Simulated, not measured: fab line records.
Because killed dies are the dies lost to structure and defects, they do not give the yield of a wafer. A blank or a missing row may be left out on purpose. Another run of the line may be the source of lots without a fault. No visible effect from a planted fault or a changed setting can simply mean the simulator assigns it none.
Which of the tools did it? / flow nand_harc / 12 lots with 36 wafers sampled at 5 steps, on a route of 1159 steps

## WHAT THE GAUGES READ, wafer by wafer
NHARC_P_M2_THK_MEAS_24: measures by xrf. Usual: 143.9 nm for thk_nm, sd 1.5.
lot=L450; measured=day 6 17:26; on=film_metro-02; thk_nm (nm)=143.3 144.4 142.6; flag=
lot=L456; measured=day 8 02:47; on=film_metro-01; thk_nm (nm)=144.5 144.7 145.2; flag=
lot=L457; measured=day 8 04:01; on=film_metro-02; thk_nm (nm)=144.8 145.2 145.3; flag=
lot=L458; measured=day 8 17:26; on=film_metro-02; thk_nm (nm)=145.7 142.0 141.7; flag=
lot=L463; measured=day 10 06:34; on=film_metro-01; thk_nm (nm)=143.1 142.7 143.9; flag=
lot=L464; measured=day 10 06:55; on=film_metro-02; thk_nm (nm)=144.7 144.1 144.1; flag=
lot=L466; measured=day 10 15:19; on=film_metro-02; thk_nm (nm)=145.5 146.5 142.6; flag=
lot=L468; measured=day 11 06:52; on=film_metro-02; thk_nm (nm)=145.1 141.8 143.3; flag=
lot=L469; measured=day 11 07:34; on=film_metro-01; thk_nm (nm)=145.0 142.7 144.2; flag=
lot=L470; measured=day 11 13:26; on=film_metro-01; thk_nm (nm)=144.5 141.3 144.5; flag=
lot=L472; measured=day 11 17:19; on=film_metro-02; thk_nm (nm)=146.3 146.0 145.3; flag=
lot=L471; measured=day 11 17:57; on=film_metro-01; thk_nm (nm)=142.8 143.5 144.8; flag=

NHARC_P_BONDPAD_CD_MEAS_13. Usual: 500.3 nm for cd_nm, sd 1.8.
lot=L450; measured=day 6 19:56; on=cd_sem-01; cd_nm (nm)=499.7 499.9 500.9; flag=
lot=L456; measured=day 8 05:14; on=cd_sem-02; cd_nm (nm)=503.4 500.9 503.0; flag=
lot=L457; measured=day 8 06:29; on=cd_sem-01; cd_nm (nm)=499.4 502.9 502.3; flag=
lot=L458; measured=day 8 19:55; on=cd_sem-01; cd_nm (nm)=499.8 499.1 501.3; flag=
lot=L463; measured=day 10 09:01; on=cd_sem-02; cd_nm (nm)=498.8 498.0 498.1; flag=
lot=L464; measured=day 10 09:40; on=cd_sem-02; cd_nm (nm)=499.8 499.8 500.2; flag=
lot=L466; measured=day 10 17:58; on=cd_sem-02; cd_nm (nm)=498.4 498.6 499.9; flag=
lot=L468; measured=day 11 09:27; on=cd_sem-01; cd_nm (nm)=501.0 502.8 500.0; flag=
lot=L469; measured=day 11 10:14; on=cd_sem-01; cd_nm (nm)=502.1 502.4 500.9; flag=
lot=L470; measured=day 11 15:58; on=cd_sem-03; cd_nm (nm)=500.2 501.2 501.1; flag=
lot=L472; measured=day 11 19:50; on=cd_sem-01; cd_nm (nm)=497.6 501.7 502.8; flag=
lot=L471; measured=day 11 20:20; on=cd_sem-01; cd_nm (nm)=502.8 501.6 500.6; flag=

NHARC_END_SORT_01. Usual: defect_limited_yield 95.5 %, standard deviation 1.3; killed_at_array 27, standard deviation 8.8; killed_at_other 0.4, standard deviation 0.82; killed_at_periphery 3.1, standard deviation 2.1; killed_dies 31, standard deviation 8.8; killed_open 3.3, standard deviation 2; killed_short 2.0, standard deviation 1.4; sort_bin_2_pct 1.3 %, standard deviation 0.56; sort_bin_3_pct 0.25 %, standard deviation 0.21; sort_bin_4_pct 2.9 %, standard deviation 0.89; sort_n_pass 646, standard deviation 8.8; sort_rim_yield_pct 95.8 %, standard deviation 2.7; sort_yield_pct 95.5 %, standard deviation 1.3.
lot=L463; measured=day 23 18:03; on=prober-01; defect_limited_yield (%)=95.3 94.7 94.8; killed_at_array=30 32 34; killed_at_other=0 2 1; killed_at_periphery=2 2 0; killed_dies=32 36 35; killed_open=1 4 7; killed_short=0 4 2; sort_bin_2_pct (%)=1.8 1.6 1.9; sort_bin_3_pct (%)=0.15 0.30 0; sort_bin_4_pct (%)=2.8 3.4 3.2; sort_n_pass=645 641 642; sort_rim_yield_pct (%)=93.4 87.7 93.4; sort_yield_pct (%)=95.3 94.7 94.8; flag=
lot=L464; measured=day 22 20:50; on=prober-02; defect_limited_yield (%)=96.0 95.7 96.6; killed_at_array=24 25 19; killed_at_other=0 1 0; killed_at_periphery=3 3 4; killed_dies=27 29 23; killed_open=2 2 2; killed_short=3 4 2; sort_bin_2_pct (%)=0.9 1.3 1.0; sort_bin_3_pct (%)=0.30 0.30 0.15; sort_bin_4_pct (%)=2.8 2.7 2.2; sort_n_pass=650 648 654; sort_rim_yield_pct (%)=99.1 98.1 99.1; sort_yield_pct (%)=96.0 95.7 96.6; flag=

## EACH LOT AND THE TOOL THAT RAN IT (in order: tool; ch and the chambers of the sampled wafers; start)
lot=L450; NHARC_P_M1_STRIP_18=rie_diel-06 ch 0,3, day 6 11:07; NHARC_P_M2_DEP_33=pecvd-01 ch 1,2, day 6 17:46
lot=L456; NHARC_P_M1_STRIP_18=rie_diel-12 ch 1,2, day 7 20:32; NHARC_P_M2_DEP_33=pecvd-03 ch 0,1, day 8 03:05
lot=L457; NHARC_P_M1_STRIP_18=rie_diel-07 ch 1,2,3, day 7 21:41; NHARC_P_M2_DEP_33=pecvd-02 ch 0,1,2, day 8 04:19
lot=L458; NHARC_P_M1_STRIP_18=rie_diel-06 ch 0,1,3, day 8 11:13; NHARC_P_M2_DEP_33=pecvd-03 ch 0,1,2, day 8 17:45
lot=L463; NHARC_P_M1_STRIP_18=rie_diel-12 ch 2,3, day 9 23:49; NHARC_P_M2_DEP_33=pecvd-02 ch 0,1, day 10 06:58
lot=L464; NHARC_P_M1_STRIP_18=rie_diel-07 ch 0,3, day 10 00:17; NHARC_P_M2_DEP_33=pecvd-02 ch 0,1,2, day 10 07:13
lot=L466; NHARC_P_M1_STRIP_18=rie_diel-12 ch 0,1, day 10 09:01; NHARC_P_M2_DEP_33=pecvd-01 ch 2, day 10 15:40
lot=L468; NHARC_P_M1_STRIP_18=rie_diel-07 ch 1,2, day 10 23:53; NHARC_P_M2_DEP_33=pecvd-02 ch 0,1, day 11 07:16
lot=L469; NHARC_P_M1_STRIP_18=rie_diel-12 ch 2,3, day 11 00:47; NHARC_P_M2_DEP_33=pecvd-02 ch 0,1,2, day 11 07:56
lot=L470; NHARC_P_M1_STRIP_18=rie_diel-12 ch 2,3, day 11 06:30; NHARC_P_M2_DEP_33=pecvd-02 ch 0,1,2, day 11 13:47
lot=L472; NHARC_P_M1_STRIP_18=rie_diel-06 ch 0,2,3, day 11 10:55; NHARC_P_M2_DEP_33=pecvd-03 ch 0,1,2, day 11 17:37
lot=L471; NHARC_P_M1_STRIP_18=rie_diel-07 ch 1,2,3, day 11 11:24; NHARC_P_M2_DEP_33=pecvd-03 ch 0,1,2, day 11 18:20
- NHARC_P_M1_STRIP_18: strips in N2/H2.
- NHARC_P_M2_DEP_33: deposits SiCN, target thk 30 nm.

## AS READ BY THE TOOLS THEMSELVES (means over the sampled wafers that have a number; for cases with no such wafer, the mark the record gives instead)
NHARC_P_M1_STRIP_18. Usual: drypump_motor_current_A 5.7 A, standard deviation 0.5; oes_product_au 0.997 a.u., standard deviation 0.0099; rf_vpp_V 90.6 V, standard deviation 0.93; showerhead_plenum_p_Torr 1.99 Torr, standard deviation 0.079; throttle_valve_pct 14.172 %, standard deviation 0.0088.
lot=L450; tool=rie_diel-06; drypump_motor_current_A (A)=6.1; oes_product_au (a.u.)=0.982; rf_vpp_V (V)=89.9; showerhead_plenum_p_Torr (Torr)=2.04; throttle_valve_pct (%)=14.171; flag=
lot=L456; tool=rie_diel-12; drypump_motor_current_A (A)=5.5; oes_product_au (a.u.)=1.012; rf_vpp_V (V)=89.8; showerhead_plenum_p_Torr (Torr)=1.90; throttle_valve_pct (%)=14.170; flag=
lot=L457; tool=rie_diel-07; drypump_motor_current_A (A)=6.1; oes_product_au (a.u.)=0.993; rf_vpp_V (V)=90.4; showerhead_plenum_p_Torr (Torr)=2.00; throttle_valve_pct (%)=14.171; flag=
lot=L458; tool=rie_diel-06; drypump_motor_current_A (A)=6.0; oes_product_au (a.u.)=1.000; rf_vpp_V (V)=90.8; showerhead_plenum_p_Torr (Torr)=2.08; throttle_valve_pct (%)=14.177; flag=
lot=L463; tool=rie_diel-12; drypump_motor_current_A (A)=5.2; oes_product_au (a.u.)=1.008; rf_vpp_V (V)=90.4; showerhead_plenum_p_Torr (Torr)=1.99; throttle_valve_pct (%)=14.170; flag=
lot=L464; tool=rie_diel-07; drypump_motor_current_A (A)=5.8; oes_product_au (a.u.)=0.996; rf_vpp_V (V)=90.0; showerhead_plenum_p_Torr (Torr)=1.92; throttle_valve_pct (%)=14.171; flag=
lot=L466; tool=rie_diel-12; drypump_motor_current_A (A)=6.0; oes_product_au (a.u.)=0.991; rf_vpp_V (V)=90.3; showerhead_plenum_p_Torr (Torr)=1.92; throttle_valve_pct (%)=14.170; flag=
lot=L468; tool=rie_diel-07; drypump_motor_current_A (A)=6.3; oes_product_au (a.u.)=1.003; rf_vpp_V (V)=90.7; showerhead_plenum_p_Torr (Torr)=2.01; throttle_valve_pct (%)=14.173; flag=
lot=L469; tool=rie_diel-12; drypump_motor_current_A (A)=5.2; oes_product_au (a.u.)=0.998; rf_vpp_V (V)=90.3; showerhead_plenum_p_Torr (Torr)=1.94; throttle_valve_pct (%)=14.176; flag=
lot=L470; tool=rie_diel-12; drypump_motor_current_A (A)=5.2; oes_product_au (a.u.)=0.995; rf_vpp_V (V)=89.8; showerhead_plenum_p_Torr (Torr)=1.99; throttle_valve_pct (%)=14.172; flag=
lot=L472; tool=rie_diel-06; drypump_motor_current_A (A)=5.6; oes_product_au (a.u.)=1.000; rf_vpp_V (V)=89.9; showerhead_plenum_p_Torr (Torr)=2.03; throttle_valve_pct (%)=14.181; flag=
lot=L471; tool=rie_diel-07; drypump_motor_current_A (A)=6.1; oes_product_au (a.u.)=1.002; rf_vpp_V (V)=90.2; showerhead_plenum_p_Torr (Torr)=2.00; throttle_valve_pct (%)=14.176; flag=

NHARC_P_M2_DEP_33. Usual: chamber_pressure_Torr 3.000 Torr, standard deviation 0.0069; heater_power_outer_w 319 W, standard deviation 37; heater_power_w 573 W, standard deviation 59; showerhead_vpp_V 1293 V, standard deviation 62.
lot=L450; tool=pecvd-01; chamber_pressure_Torr (Torr)=3.001; heater_power_outer_w (W)=320; heater_power_w (W)=609; showerhead_vpp_V (V)=1306; flag=
lot=L456; tool=pecvd-03; chamber_pressure_Torr (Torr)=-; heater_power_outer_w (W)=-; heater_power_w (W)=-; showerhead_vpp_V (V)=-; flag=OFF
lot=L457; tool=pecvd-02; chamber_pressure_Torr (Torr)=-; heater_power_outer_w (W)=-; heater_power_w (W)=-; showerhead_vpp_V (V)=-; flag=OFF
lot=L458; tool=pecvd-03; chamber_pressure_Torr (Torr)=2.996; heater_power_outer_w (W)=316; heater_power_w (W)=550; showerhead_vpp_V (V)=1320; flag=
lot=L463; tool=pecvd-02; chamber_pressure_Torr (Torr)=2.995; heater_power_outer_w (W)=356; heater_power_w (W)=624; showerhead_vpp_V (V)=1302; flag=
lot=L464; tool=pecvd-02; chamber_pressure_Torr (Torr)=3.001; heater_power_outer_w (W)=318; heater_power_w (W)=567; showerhead_vpp_V (V)=1242; flag=
lot=L466; tool=pecvd-01; chamber_pressure_Torr (Torr)=2.996; heater_power_outer_w (W)=299; heater_power_w (W)=569; showerhead_vpp_V (V)=1316; flag=
lot=L468; tool=pecvd-02; chamber_pressure_Torr (Torr)=2.993; heater_power_outer_w (W)=359; heater_power_w (W)=619; showerhead_vpp_V (V)=1305; flag=
lot=L469; tool=pecvd-02; chamber_pressure_Torr (Torr)=2.998; heater_power_outer_w (W)=294; heater_power_w (W)=532; showerhead_vpp_V (V)=1245; flag=
lot=L470; tool=pecvd-02; chamber_pressure_Torr (Torr)=3.005; heater_power_outer_w (W)=311; heater_power_w (W)=555; showerhead_vpp_V (V)=1262; flag=
lot=L472; tool=pecvd-03; chamber_pressure_Torr (Torr)=2.999; heater_power_outer_w (W)=287; heater_power_w (W)=506; showerhead_vpp_V (V)=1325; flag=
lot=L471; tool=pecvd-03; chamber_pressure_Torr (Torr)=3.002; heater_power_outer_w (W)=292; heater_power_w (W)=513; showerhead_vpp_V (V)=1329; flag=

## THE ANSWER, worked out from the rows above alone
Rule: lot off if the mean of its wafers having a number is beyond 3 standard deviations from the usual mean. A lot without any number at a reading at which 4 lots or more have one is off too. All remaining lots with rows at the step are treated as sound. First the gauges in route order, then the tools' own readings, where a lot's mean is used as printed above. At the first step where some lot is off, the reading lying furthest off is the one used; lots without a number count as furthest.
Off: L456, L457, at NHARC_P_M2_DEP_33 (chamber_pressure_Torr). Without a number there: L456, L457.
If a tool, at that step or one of the process steps before it, ran each lot that is off and ran no sound lot following the first of them, it fits. None of those tried fits.

## WHAT THE SIMULATOR HAD PUT IN
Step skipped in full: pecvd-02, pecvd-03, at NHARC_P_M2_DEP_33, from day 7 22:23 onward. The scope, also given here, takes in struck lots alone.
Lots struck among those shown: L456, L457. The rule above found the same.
